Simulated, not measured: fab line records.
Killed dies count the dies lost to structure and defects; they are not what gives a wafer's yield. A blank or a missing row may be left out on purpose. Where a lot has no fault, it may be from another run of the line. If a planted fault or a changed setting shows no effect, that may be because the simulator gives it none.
A lot that was struck, set against a sound lot / flow nand harc / 14 steps out of a route of 1159
Sound: these wafers, L141.2, L141.3, L141.5. Struck: wafers L151.3, L151.4, L151.6. Last of all comes the cause.
Per side, at each step with rows, come the tool, then ch with its chambers, and then its first start. Under that, the readings that differ: sound wafers / struck wafers / difference of the means / sigmas: that difference in standard deviations of wafers without a fault.
alike: same words and numbers on both sides, and readings whose means sit less than 2 such deviations apart. not compared: any withheld reading, any reading some wafer has no value for, any bound like >300 that may hide the same value, and any number with overlapping values for which the record gives no deviation.
A row with sigmas, a row that says differs or no value, or rows on one side alone: a step with any of these is where the two part. Non-overlapping numbers with no deviation appear without sigmas and do not part them. Lack of a reading on every wafer of one side parts them only where that side has two or more wafers.

NHARC_P_M0_PRE_CLEAN_29: time 30 s.
  sound on pvd sputter-01; struck on pvd sputter-02
  alike: heater power w
then, 1 step without rows for these wafers: NHARC_P_M0_PVD_20 (deposits TaN, target thk 5 nm, time 8.06 s).
NHARC_P_M0_PVD_21: deposits Cu, target thk 30 nm, time 20.49 s.
  sound on pvd sputter-01; struck on pvd sputter-02
  alike: throttle valve pct
then, 2 steps without rows for these wafers: NHARC_P_M0_ECD_22 (material Cu, target thk 400 nm); NHARC_P_M0_ANNEAL_30 (time 90 s).
NHARC_P_M0_CMP_23: polishes, t overpolish 20 s, target thk 117.53 nm.
  sound on cmp-01 ch 0,2,3, day 7 04:44; struck on cmp-02 ch 2,3, day 9 15:09
  alike: motor current A, time to endpoint s
NHARC_P_M0_THK_MEAS_24: measures by xrf.
  sound on film metro-01, day 7 05:03; struck on film metro-02, day 9 15:28
  alike: thk nm
following that, these wafers have no rows for 1 step: NHARC_P_M0_SRD_25.
NHARC_P_M0_INSPECT_27:
  sound on defect inspect-01, day 7 05:13; struck on defect inspect-01, day 9 15:37
  alike: raw defect count
NHARC_P_M0_PRE_CLEAN_31: time 12 s.
  sound on pecvd-03 ch 0,1,2, day 7 05:18; struck on pecvd-02 ch 0,1,2, day 9 15:53
  alike: heater power w
NHARC_P_M0_DEP_32: deposits SiCN, target thk 30 nm.
  sound on pecvd-03 ch 0,1,2, day 7 05:25; struck on pecvd-02 ch 0,1,2, day 9 15:59
  alike: chamber pressure Torr, heater power outer w, heater power w
NHARC_P_M1_DEP_00: deposits SiOC, target thk 182.5 nm.
  sound on pecvd-02 ch 0,1, day 7 05:47; struck on pecvd-02 ch 0,1, day 9 16:34
  no value came back on the struck wafers for chamber pressure Torr (Torr), rf fwd power W (W); on the sound wafers chamber pressure Torr (Torr) reads 5.003 5.003 5.013
then, 1 step without rows for these wafers: NHARC_P_M1_DEHYDRATE_01 (time 120 s).
-- break in the record here, with 15 days between the starts of the struck wafers on either side (left off in module P_M1, picked up again in module END, where the first step shown is number 1159 on the route) --
NHARC_END_SORT_01:
  sound on prober-02 ch 0, day 23 01:39; struck on prober-01 ch 0, day 24 17:22
reading=defect limited yield (%); sound=98.1 96.5 95.9; struck=0 0 0; difference=-97; sigmas=-61
reading=killed at periphery; sound=0 3 5; struck=654 645 649; difference=+647; sigmas=+99 or more
reading=killed dies; sound=13 24 28; struck=677 677 677; difference=+655; sigmas=+60
reading=sort_bin_2_pct (%); sound=0.3 1.3 1.3; struck=96.6 96.3 97.0; difference=+95.7; sigmas=+99 or more
reading=sort n pass; sound=664 653 649; struck=0 0 0; difference=-655; sigmas=-60
reading=sort rim yield pct (%); sound=94 99 98; struck=0 0 0; difference=-97; sigmas=-29
reading=sort yield pct (%); sound=98.1 96.5 95.9; struck=0 0 0; difference=-97; sigmas=-61
  alike: killed at array, killed at other, killed open, killed short, sort_bin_3_pct, sort_bin_4_pct

WHERE THEY PART
At NHARC_P_M1_DEP_00 first; at NHARC_END_SORT_01 last (within this record only).

WHY: what had been put in by the simulator
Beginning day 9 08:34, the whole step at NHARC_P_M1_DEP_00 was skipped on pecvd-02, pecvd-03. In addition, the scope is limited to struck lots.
